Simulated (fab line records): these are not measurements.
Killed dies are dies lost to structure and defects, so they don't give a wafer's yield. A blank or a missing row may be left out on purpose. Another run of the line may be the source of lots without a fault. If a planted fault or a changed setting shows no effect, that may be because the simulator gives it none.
Split-lot trial ; flow n5-finfet ; 39 wafers read from 7 lots, route of 1938 steps

## SPLIT DETAILS
At N5_SD_EPI_P_ETCH_16 (etches SiO2 in CHF3/O2, target depth 5 nm), the setting target-depth-a was moved away from the recipe's 50 angstrom on 9 of the 39 wafers read, by -7.3% to +12.6%. All remaining wafers had this setting at the recipe value.

Reading taken at the split's own step.

## THE READING
etch.depth-nm (the simulator's own value, which no gauge read), in nm, at N5_SD_EPI_P_ETCH_16 (etches SiO2 in CHF3/O2, target depth 5 nm). There is no usual value for it anywhere in the file. Here, 30 wafers ran the recipe; their average is 4.971 nm with a standard deviation of 0.069 nm.

wafer;tool, chamber at the split;target-depth-a as run, angstrom;against the recipe;etch.depth-nm, nm;against lot-mates on the recipe
L076.1;rie-diel-02, 0;50;recipe;4.99;-
L076.2;rie-diel-02, 2;50;recipe;4.929;-
L076.3;rie-diel-02, 1;50;recipe;5.117;-
L076.4;rie-diel-02, 2;50;recipe;4.984;-
L076.5;rie-diel-02, 0;50;recipe;5.026;-
L076.6;rie-diel-02, 1;50;recipe;5.092;-
L077.1;rie-diel-04, 3;50;recipe;4.959;-
L077.2;rie-diel-04, 1;50;recipe;4.881;-
L077.3;rie-diel-04, 2;50;recipe;5.073;-
L077.4;rie-diel-04, 0;50;recipe;4.917;-
L077.5;rie-diel-04, 1;50;recipe;4.89;-
L077.6;rie-diel-04, 0;50;recipe;4.92;-
L081.1;rie-diel-03, 3;50;recipe;4.961;-
L081.2;rie-diel-03, 0;50;recipe;4.904;-
L081.3;rie-diel-03, 2;56.31;+12.6%;5.508;+0.584
L081.4;rie-diel-03, 1;56.31;+12.6%;5.56;+0.636
L081.5;rie-diel-03, 0;50;recipe;4.908;-
L081.6;rie-diel-03, 1;56.31;+12.6%;5.512;+0.588
L082.2;rie-diel-04, 2;50;recipe;5.041;-
L082.4;rie-diel-04, 3;50;recipe;4.996;-
L082.6;rie-diel-04, 2;50;recipe;5.065;-
L086.1;rie-diel-04, 0;50;recipe;5.026;-
L086.2;rie-diel-04, 1;50;recipe;4.983;-
L086.3;rie-diel-04, 2;50;recipe;5.108;-
L086.4;rie-diel-04, 3;50;recipe;4.96;-
L086.5;rie-diel-04, 0;50;recipe;5.003;-
L086.6;rie-diel-04, 1;50;recipe;4.919;-
L090.1;rie-diel-03, 1;46.42;-7.2%;4.561;-0.367
L090.2;rie-diel-03, 3;46.42;-7.2%;4.605;-0.323
L090.3;rie-diel-03, 2;46.42;-7.2%;4.554;-0.374
L090.4;rie-diel-03, 0;50;recipe;4.909;-
L090.5;rie-diel-03, 0;50;recipe;4.945;-
L090.6;rie-diel-03, 1;50;recipe;4.931;-
L097.1;rie-diel-03, 3;46.36;-7.3%;4.633;-0.262
L097.2;rie-diel-03, 1;50;recipe;4.902;-
L097.3;rie-diel-03, 0;50;recipe;4.907;-
L097.4;rie-diel-03, 2;50;recipe;4.876;-
L097.5;rie-diel-03, 2;46.36;-7.3%;4.516;-0.379
L097.6;rie-diel-03, 1;46.36;-7.3%;4.543;-0.352

FIT RESULTS
A straight line over all 39 wafers: etch.depth-nm changes by +0.0486 nm for each +1% of target-depth-a; r = +0.96; the points scatter about the line by 0.069 nm.
The same after taking each lot's own level away (the mean of its wafers on the recipe; 39 wafers): +0.0476 nm for each +1%; r = +0.98; scatter 0.049 nm.
According to that fit, moving target-depth-a by its largest amount changes the reading by 0.6 nm.
The span of the lots' own levels, 4.8950 to 5.0340 nm, comes to 2.0 times the standard deviation stated above.
So the lot-to-lot level changes the slope little: the two slopes agree.
Check: with one of the wafers moved furthest among these (+12.6%) left out of the fit, the line predicts +0.607 nm for it against its lot-mates. It came out at +0.584 nm against them.

## FURTHER SPLITS ON THESE WAFERS
These wafers also went through other splits before the reading. Each is held against what the fit with the lots' levels taken away leaves over:
other split on the same wafers;wafers away from the commonest value;r with etch.depth-nm (lot level and that fit taken away)
N5_PMOS_HMC_CHANNEL_EPI_FIN_RECESS_16 time-s;15;+0.18
N5_DUMMY_GATE_EXPOSE_12 dose-mj;18;+0.11
N5_DUMMY_GATE_ETCH_37 source-w;6;+0.10
N5_DUMMY_GATE_ETCH_44 target-depth-a;15;+0.00

## FILE'S OWN FIT
etch.depth-nm changes by +0.0476 nm for each +1% of target-depth-a, r = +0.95.
